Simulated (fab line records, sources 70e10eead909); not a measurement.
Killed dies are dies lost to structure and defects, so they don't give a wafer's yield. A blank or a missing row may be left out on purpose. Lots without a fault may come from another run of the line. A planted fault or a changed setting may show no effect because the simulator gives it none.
Chamber matching | flow nand_harc | NHARC_A_BONDPAD_DESCUM_11 on rie_diel-07: 4 sister chambers
The step chemistry O2, time 3 s. 4 wafers are shown with their chamber, then 8 later ones without.

WAFERS WITH THEIR CHAMBER
wafer  | chamber | oes_product_au (a.u.)
L679.1 | 0       | 1.009
L686.6 | 3       | 1.006
L696.6 | 1       | 1.011
L695.1 | 2       | 0.987

WAFERS WITHOUT THEIR CHAMBER
wafer  | oes_product_au (a.u.)
L695.3 | 1.008
L695.4 | 1.006
L697.3 | 0.986
L697.4 | 1.001
L697.6 | 1.001
L700.1 | 0.991
L700.3 | 0.994
L700.6 | 1.002

WHICH CHAMBER EACH WENT THROUGH
wafer  | from the rows above          | in truth
L695.3 | can't be placed: 0 or 3 or 1 | 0
L695.4 | can't be placed: 3 or 0 or 1 | 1
L697.3 | 2                            | 2
L697.4 | can't be placed: 3 or 0 or 1 | 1
L697.6 | can't be placed: 3 or 0 or 1 | 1
L700.1 | 2                            | 2
L700.3 | can't be placed: 2 or 3 or 0 | 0
L700.6 | can't be placed: 3 or 0 or 1 | 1
Placed correctly: 2 of 8. Can't be placed from these rows: 6 (the true chamber is among the candidates in 6). Placed wrongly: 0.
How it was worked out, from the rows above alone: a wafer's distance from a chamber is the root of the sum, over the readings, of the square of ((its reading less the chamber's mean) divided by the reading's scatter). The wafer belongs to the nearest chamber; if the next one is less than 2 further off, it can't be placed. A chamber's mean is the mean of its shown wafers. The scatter: with one shown wafer a chamber, the root of the mean of the squares of how far each hidden wafer lies from its nearest shown one.
